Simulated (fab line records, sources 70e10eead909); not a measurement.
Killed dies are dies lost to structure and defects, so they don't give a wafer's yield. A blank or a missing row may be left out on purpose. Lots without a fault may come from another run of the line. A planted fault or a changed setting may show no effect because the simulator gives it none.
A struck lot beside a sound one | flow nand_harc | 18 steps out of a route of 1302
Sound: wafers L332.1, L332.5, L332.6. Struck: wafers L328.1, L328.3, L328.4. The cause comes at the end.
At each step with rows: each side's tool, then ch and its chambers, then its first start. Under that, the readings that differ: sound wafers | struck wafers | difference of the means | sigmas: that difference in standard deviations of wafers without a fault.
alike: readings whose means differ by less than 2 such deviations, and words and numbers that are the same on both sides. not compared: withheld readings, readings that some wafer has no value for, bounds like >300 that may hide the same value, and numbers for which the record gives no deviation and whose values overlap.
The two part at a step that has a row with sigmas, a row that says differs or no value, or rows on one side only. Numbers that don't overlap but have no deviation are shown without sigmas and don't part them. A reading that every wafer of one side lacks parts them only if that side has two wafers or more.

NHARC_A_M1_INSPECT_11:
  sound on defect_inspect-02, day 31 22:23; struck on defect_inspect-02, day 31 03:29
  reading          | sound    | struck      | difference | sigmas
  raw_defect_count | 48 42 40 | 153 135 167 | +108       | +2
then, 1 step without rows for these wafers: NHARC_A_M1_DESCUM_14 (chemistry O2, time 3 s).
NHARC_A_M1_ETCH_35: etches the open film in N2/H2, target depth 40 nm, overetch 12 nm, time 43.94 s.
  sound on rie_diel-04 ch 0,1,2, day 31 22:33; struck on rie_diel-01 ch 1,2,3, day 31 03:38
  alike: bias_w, drypump_motor_current_A, oes_product_au, rf_vpp_V, showerhead_plenum_p_Torr, throttle_valve_pct
  not compared: rf_hours_counter_h
NHARC_A_M1_ETCH_15: etches the open film in C4F8/Ar, target depth 182.5 nm, time 91.2 s.
  sound on rie_diel-04 ch 0,1; struck on rie_diel-01 ch 1,2,3
  alike: bias_w, oes_product_au, rf_vpp_V
  not compared: rf_hours_counter_h
NHARC_A_M1_CD_MEAS_16:
  sound on cd_sem-02, day 31 22:46; struck on cd_sem-03, day 31 03:51
  alike: cd_nm
then, 1 step without rows for these wafers: NHARC_A_M1_STRIP_18 (strips in N2/H2).
NHARC_A_M1_ETCH_28: etches the open film in CF4/N2, target depth 30 nm, time 72.99 s.
  sound on rie_diel-04 ch 1,2,3; struck on rie_diel-01 ch 0,1,2
  alike: bias_w, drypump_motor_current_A, oes_product_au, rf_vpp_V, showerhead_plenum_p_Torr, throttle_valve_pct
  not compared: rf_hours_counter_h
then, 1 step without rows for these wafers: NHARC_A_M1_STRIP_19 (strips in post etch residue remover, time 600 s).
NHARC_A_M1_DEGAS_29: time 60 s.
  sound on pvd_sputter-01, day 31 23:30; struck on pvd_sputter-03, day 31 04:34
  alike: heater_power_w
NHARC_A_M1_PRE_CLEAN_30: time 30 s.
  sound on pvd_sputter-01; struck on pvd_sputter-03
  alike: heater_power_w
then, 2 steps without rows for these wafers: NHARC_A_M1_PVD_20 (deposits TaN, target thk 5 nm, time 8.06 s); NHARC_A_M1_PVD_21 (deposits Cu, target thk 30 nm, time 20.49 s).
NHARC_A_M1_ECD_22: material Cu, target thk 400 nm.
  sound on ecd_cu-02 ch 0,1, day 31 23:53; struck on ecd_cu-01 ch 0,1, day 31 05:23
  no value came back on the struck wafers for bath_heat_duty_pct (%), bath_temp_c (C); on the sound wafers bath_heat_duty_pct (%) reads 5.3 5.0 6.3
then, 1 step without rows for these wafers: NHARC_A_M1_ANNEAL_31 (time 90 s).
NHARC_A_M1_CMP_23: polishes, t overpolish 20 s, target thk 154.34 nm.
  sound on cmp-01 ch 0,1,3, day 32 00:39; struck on cmp-01 ch 0,1,2, day 31 06:03
  reading                | sound    | struck | difference | sigmas
  time_to_endpoint_s (s) | 33 32 35 | 5 4 6  | -28        | -7
  alike: motor_current_A
NHARC_A_M1_THK_MEAS_24: measures by xrf.
  sound on film_metro-02, day 32 00:53; struck on film_metro-01, day 31 06:22
  reading     | sound             | struck         | difference | sigmas
  thk_nm (nm) | 158.3 156.1 156.0 | 30.0 30.4 28.6 | -127.1     | -71
then, 1 step without rows for these wafers: NHARC_A_M1_SRD_25.
NHARC_END_SORT_01:
  sound on prober-02 ch 0, day 33 23:00; struck on prober-02 ch 0, day 33 03:32
  reading                  | sound    | struck      | difference | sigmas
  defect_limited_yield (%) | 94 94 94 | 0 0 0       | -94        | -23
  killed_at_array          | 38 35 33 | 676 674 676 | +640       | +24
  killed_dies              | 40 41 40 | 677 677 677 | +637       | +23
  alike: killed_at_other, killed_at_periphery, killed_open, killed_short

WHERE THEY PART
First at NHARC_A_M1_INSPECT_11; last, within this record, at NHARC_END_SORT_01.

WHY: what the simulator had put in
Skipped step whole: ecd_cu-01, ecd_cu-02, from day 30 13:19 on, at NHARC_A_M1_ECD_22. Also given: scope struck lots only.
